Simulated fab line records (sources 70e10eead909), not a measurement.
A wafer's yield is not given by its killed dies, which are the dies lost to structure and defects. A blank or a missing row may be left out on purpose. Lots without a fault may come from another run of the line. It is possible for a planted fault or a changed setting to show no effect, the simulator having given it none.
Chamber matching / flow nandHarc / NHARC_A_WL_FILL_ALD_19 on aldMetal-03 has 4 sister chambers
The step deposits TiN, target thk 2 nm, pulse time 3 s, ald cycles 100. 16 wafers are shown with their chamber, then 8 later ones without.

## WAFERS PAIRED WITH THEIR CHAMBERS
wafer=L075.2; chamber=0; heaterPowerW (W)=1152; precursorPulseHeightRel=1.015
wafer=L075.3; chamber=2; heaterPowerW (W)=1088; precursorPulseHeightRel=0.975
wafer=L075.4; chamber=3; heaterPowerW (W)=1155; precursorPulseHeightRel=0.996
wafer=L079.2; chamber=0; heaterPowerW (W)=1188; precursorPulseHeightRel=1.013
wafer=L079.3; chamber=3; heaterPowerW (W)=1149; precursorPulseHeightRel=1.002
wafer=L079.6; chamber=0; heaterPowerW (W)=1156; precursorPulseHeightRel=0.999
wafer=L080.1; chamber=3; heaterPowerW (W)=1140; precursorPulseHeightRel=1.004
wafer=L080.2; chamber=1; heaterPowerW (W)=1154; precursorPulseHeightRel=1.027
wafer=L080.6; chamber=2; heaterPowerW (W)=1119; precursorPulseHeightRel=1.000
wafer=L081.2; chamber=2; heaterPowerW (W)=1136; precursorPulseHeightRel=0.985
wafer=L081.3; chamber=3; heaterPowerW (W)=1144; precursorPulseHeightRel=0.998
wafer=L081.5; chamber=2; heaterPowerW (W)=1114; precursorPulseHeightRel=1.001
wafer=L084.1; chamber=2; heaterPowerW (W)=1124; precursorPulseHeightRel=1.011
wafer=L084.4; chamber=3; heaterPowerW (W)=1131; precursorPulseHeightRel=1.012
wafer=L084.5; chamber=3; heaterPowerW (W)=1147; precursorPulseHeightRel=1.020
wafer=L085.2; chamber=1; heaterPowerW (W)=1195; precursorPulseHeightRel=0.996

SIGNATURES, as means of the wafers listed above
reading=heaterPowerW; chamber 0=1165.33; chamber 1=1174.50; chamber 2=1116.20; chamber 3=1144.33; scatter within a chamber=16.4
reading=precursorPulseHeightRel; chamber 0=1.00900; chamber 1=1.01150; chamber 2=0.99440; chamber 3=1.00533; scatter within a chamber=0.0125
Rule: for a wafer and a chamber, the distance is found by dividing, reading by reading, the gap between the wafer's reading and the chamber's mean by the reading's scatter, squaring, summing and taking the root. The wafer belongs to the nearest chamber; if the next one is less than 2 further off, it can't be placed. The scatter: take each reading less its chamber's mean, square it, sum over the shown wafers, divide by the number of wafers less the number of chambers, and take the root.

## WAFERS MISSING THEIR CHAMBER
wafer=L085.3; heaterPowerW (W)=1180; precursorPulseHeightRel=1.021
wafer=L085.6; heaterPowerW (W)=1151; precursorPulseHeightRel=1.003
wafer=L089.2; heaterPowerW (W)=1166; precursorPulseHeightRel=1.024
wafer=L089.3; heaterPowerW (W)=1137; precursorPulseHeightRel=1.000
wafer=L089.6; heaterPowerW (W)=1124; precursorPulseHeightRel=1.007
wafer=L091.2; heaterPowerW (W)=1151; precursorPulseHeightRel=0.946
wafer=L091.3; heaterPowerW (W)=1151; precursorPulseHeightRel=0.990
wafer=L091.4; heaterPowerW (W)=1172; precursorPulseHeightRel=1.050

## WHICH CHAMBER EACH WENT THROUGH
wafer=L085.3; from the rows above=can't be placed: 1 or 0 or 3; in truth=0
wafer=L085.6; from the rows above=can't be placed: 3 or 0 or 1 or 2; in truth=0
wafer=L089.2; from the rows above=can't be placed: 1 or 0 or 3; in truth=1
wafer=L089.3; from the rows above=can't be placed: 3 or 2 or 0 or 1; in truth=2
wafer=L089.6; from the rows above=can't be placed: 2 or 3 or 0 or 1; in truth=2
wafer=L091.2; from the rows above=can't be placed: 2 or 3 or 0 or 1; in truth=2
wafer=L091.3; from the rows above=can't be placed: 3 or 0 or 2 or 1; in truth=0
wafer=L091.4; from the rows above=can't be placed: 1 or 0 or 3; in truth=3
0 of 8 placed correctly. From these rows, 8 cannot be placed; in 8 the true chamber is one of the candidates. Placed wrongly: 0.
